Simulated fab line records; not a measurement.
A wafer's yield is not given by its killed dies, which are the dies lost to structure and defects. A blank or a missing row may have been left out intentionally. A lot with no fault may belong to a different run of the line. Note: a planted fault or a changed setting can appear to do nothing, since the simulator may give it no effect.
Split-lot trial + flow n5 finfet + route with 1938 steps; 7 lots, 21 wafers read

== ON THE SPLIT ==
At N5_BEOL_M11_COAT_59 (time 60 s, resist thk 100 nm), the setting spin rpm was moved away from the recipe's 1500 rpm on 5 of the 21 wafers read, by -10.5% to -6.2%. All remaining wafers had this setting at the recipe value.

== FROM THE SPLIT TO THE READING: what the file shows between them, 7 steps ==
- N5_BEOL_M11_COAT_60: time 60 s, resist thk 30 nm
- N5_BEOL_M11_COAT_05: resist thk 90 nm
- N5_BEOL_M11_DESCUM_16: chemistry O2, time 7.9 s
- N5_BEOL_M11_ETCH_61: etches SiARC in CF4, target depth 39 nm, time 65 s
- N5_BEOL_M11_ETCH_62: etches SOC in N2/H2, target depth 110 nm, overetch 22 nm, time 165 s
- N5_BEOL_M11_STRIP_68: strips in N2/H2
- N5_BEOL_M11_STRIP_67: strips in CF4

== THE READING ==
SOC_of_BEOL_M11_COAT_59.thk nm (the simulator's own value, which no gauge read), in nm, at N5_BEOL_M11_HM_OPEN_17 (chemistry Cl2/BCl3, target TiN, target depth 20 nm, overetch 6 nm). The file gives no usual value for it. Average 92.2 nm, standard deviation 0.21 nm, over the 16 wafers here run with the recipe.

| wafer  | tool, chamber at the split | spin rpm as run, rpm | against the recipe | SOC_of_BEOL_M11_COAT_59.thk nm, nm | against lot-mates on the recipe |
|--------|----------------------------|----------------------|--------------------|------------------------------------|---------------------------------|
| L075.1 | litho track-03, 0          | 1500                 | recipe             | 92.4                               | -                               |
| L075.6 | litho track-03, 0          | 1500                 | recipe             | 92.4                               | -                               |
| L075.2 | litho track-03, 0          | 1500                 | recipe             | 92.2                               | -                               |
| L076.1 | litho track-02, 0          | 1500                 | recipe             | 92                                 | -                               |
| L076.3 | litho track-02, 0          | 1500                 | recipe             | 92.2                               | -                               |
| L076.5 | litho track-02, 0          | 1500                 | recipe             | 92.4                               | -                               |
| L080.2 | litho track-02, 0          | 1500                 | recipe             | 92.4                               | -                               |
| L080.3 | litho track-02, 0          | 1500                 | recipe             | 92.2                               | -                               |
| L080.4 | litho track-02, 0          | 1500                 | recipe             | 92.8                               | -                               |
| L083.3 | litho track-05, 0          | 1500                 | recipe             | 92                                 | -                               |
| L083.4 | litho track-05, 0          | 1500                 | recipe             | 92.2                               | -                               |
| L083.5 | litho track-05, 0          | 1405                 | -6.3%              | 95.6                               | +3.5                            |
| L084.1 | litho track-02, 0          | 1500                 | recipe             | 92.2                               | -                               |
| L084.2 | litho track-02, 0          | 1407                 | -6.2%              | 95.2                               | +3.0                            |
| L084.5 | litho track-02, 0          | 1407                 | -6.2%              | 95.6                               | +3.4                            |
| L092.3 | litho track-05, 0          | 1500                 | recipe             | 92.2                               | -                               |
| L092.4 | litho track-05, 0          | 1500                 | recipe             | 92.2                               | -                               |
| L092.5 | litho track-05, 0          | 1500                 | recipe             | 91.8                               | -                               |
| L094.1 | litho track-02, 0          | 1342                 | -10.5%             | 98                                 | +5.8                            |
| L094.5 | litho track-02, 0          | 1342                 | -10.5%             | 98                                 | +5.8                            |
| L094.4 | litho track-02, 0          | 1500                 | recipe             | 92.2                               | -                               |

THE FIT
A straight line over all 21 wafers: SOC_of_BEOL_M11_COAT_59.thk nm changes by -0.538 nm for each +1% of spin rpm; r = -0.99; the points scatter about the line by 0.22 nm.
The same after taking each lot's own level away (the mean of its wafers on the recipe; 21 wafers): -0.544 nm for each +1%; r = -1.00; scatter 0.17 nm.
The reading moves by 5.7 nm for the largest change in spin rpm, on that fit.
From 92.07 to 92.47 nm: that is the span of the lots' own levels, equal to 1.9 times the standard deviation above.
Hence the lot-to-lot level has little effect on the slope; both slopes agree.
Check: with one of the wafers moved furthest among these (-10.5%) left out of the fit, the line predicts +5.68 nm for it against its lot-mates. Against them it came out at +5.8 nm.

== OTHER SPLITS APPLIED TO THESE WAFERS ==
These wafers also went through other splits before the reading. Each is held against what the fit with the lots' levels taken away leaves over:
| other split on the same wafers | wafers away from the commonest value | r with SOC_of_BEOL_M11_COAT_59.thk nm (lot level and that fit taken away) |
|--------------------------------|--------------------------------------|---------------------------------------------------------------------------|
| N5_BEOL_M9_COAT_60 spin rpm    | 6                                    | +0.17                                                                     |
| N5_BEOL_M9_COAT_05 spin rpm    | 5                                    | +0.36                                                                     |
| N5_BEOL_M10_COAT_22 spin rpm   | 7                                    | +0.18                                                                     |
| N5_BEOL_M10_EXPOSE_25 dose mj  | 8                                    | +0.02                                                                     |
| N5_BEOL_M11_PECVD_70 temp c    | 7                                    | -0.07                                                                     |

== THE WHOLE CHAIN: every reading that the file lists as answering this split, in the file's order ==
| step                   | what it does                                                         | reading                                                                         | change (the file's fit)               | r (the file's) |
|------------------------|----------------------------------------------------------------------|---------------------------------------------------------------------------------|---------------------------------------|----------------|
| N5_BEOL_M11_COAT_59    | time 60 s, resist thk 100 nm                                         | SOC_of_BEOL_M11_COAT_59.thk nm (the simulator's own value, which no gauge read) | -0.548 nm for each +1% of the setting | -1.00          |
| N5_BEOL_M11_ETCH_62    | etches SOC in N2/H2, target depth 110 nm, overetch 22 nm, time 165 s | etch.depth nm (the simulator's own value, which no gauge read)                  | -0.554 nm for each +1% of the setting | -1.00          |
| N5_BEOL_M11_HM_OPEN_17 | chemistry Cl2/BCl3, target TiN, target depth 20 nm, overetch 6 nm    | SOC_of_BEOL_M11_COAT_59.thk nm (the simulator's own value, which no gauge read) | -0.544 nm for each +1% of the setting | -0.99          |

== FILE'S OWN FIT ==
SOC_of_BEOL_M11_COAT_59.thk nm changes by -0.544 nm for each +1% of spin rpm, r = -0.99.
